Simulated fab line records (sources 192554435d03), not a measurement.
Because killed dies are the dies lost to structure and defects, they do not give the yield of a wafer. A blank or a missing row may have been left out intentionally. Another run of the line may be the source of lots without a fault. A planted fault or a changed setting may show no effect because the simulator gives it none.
Which tool is to blame? | flow n5Finfet | Sampling: 12 lots, 36 wafers, 2 of 1938 route steps

== WHAT THE GAUGES READ, wafer by wafer ==
N5_BEOL_M12_CD_MEAS_17: target cd 140 nm.
lot  | measured     | on       | cdNm (nm)
L942 | day 11 05:01 | cdSem-02 | 141.3 141.0 141.4
L941 | day 11 05:38 | cdSem-01 | 142.2 142.2 140.4
L948 | day 14 04:56 | cdSem-01 | 139.9 140.8 143.0
L951 | day 14 08:00 | cdSem-02 | 141.2 142.6 139.9
L950 | day 14 23:19 | cdSem-03 | 142.1 142.0 142.5
L955 | day 15 15:14 | cdSem-02 | 145.6 143.5 143.4
L957 | day 15 18:42 | cdSem-02 | 141.2 141.3 141.2
L960 | day 16 04:28 | cdSem-01 | 144.8 142.8 138.7
L956 | day 16 12:26 | cdSem-02 | 139.0 141.1 140.3
L962 | day 16 18:52 | cdSem-02 | 140.0 143.9 144.5
L959 | day 16 20:19 | cdSem-02 | 140.0 140.3 142.0
L958 | day 16 21:03 | cdSem-03 | 140.1 144.3 141.5

N5_BEOL_M12_OVL_MEAS_29.
lot  | measured     | on         | M12_OVL (nm)
L942 | day 11 05:22 | overlay-01 | 6 -7 2
L941 | day 11 06:00 | overlay-02 | 4 5 5
L948 | day 14 05:25 | overlay-01 | -7 -9 -8
L951 | day 14 08:29 | overlay-01 | 2 13 10
L950 | day 14 23:47 | overlay-01 | 0 5 1
L955 | day 15 15:43 | overlay-01 | -1 10 2
L957 | day 15 19:04 | overlay-01 | 2 4 1
L960 | day 16 04:49 | overlay-02 | -3 -3 -6
L956 | day 16 12:48 | overlay-02 | -2 -5 -6
L962 | day 16 19:14 | overlay-01 | 0 -2 4
L959 | day 16 20:47 | overlay-02 | 9 6 3
L958 | day 16 21:32 | overlay-02 | -3 -3 -7

== TOOL THAT RAN EACH LOT (tool first, then ch and the chambers of the sampled wafers, then the start) ==
The record holds no process step before these readings.

== WHAT THE TOOLS THEMSELVES READ (means of the sampled wafers that have a number; where no wafer has one, the mark that the record gives instead) ==
The record holds no such reading with a usual standard deviation.

== THE ANSWER, worked out from the rows above alone ==
Rule: what is usual is taken from the lots themselves. Put in order of their means at a reading, lots are off if they are a third of the lots or fewer, leave a main group of 4 or more, and stand apart from it by a gap of 3 or more times the standard deviation of the main group's means; of several such gaps the widest counts. The tables above print the reading to a certain number of digits; a main group whose means all agree to those digits is not used. A lot without any number at a reading at which 4 lots or more have one is off too. Any other lot the step has rows for is counted as sound. The gauges are gone through in route order, then the tools' own readings, and for those a lot's mean is taken as printed above. At the first step where some lot is off, the reading lying furthest off is the one used; lots without a number count as furthest.
Across all readings shown, no lot is off: no conclusion can be drawn from this.

== WHAT THE SIMULATOR PUT IN ==
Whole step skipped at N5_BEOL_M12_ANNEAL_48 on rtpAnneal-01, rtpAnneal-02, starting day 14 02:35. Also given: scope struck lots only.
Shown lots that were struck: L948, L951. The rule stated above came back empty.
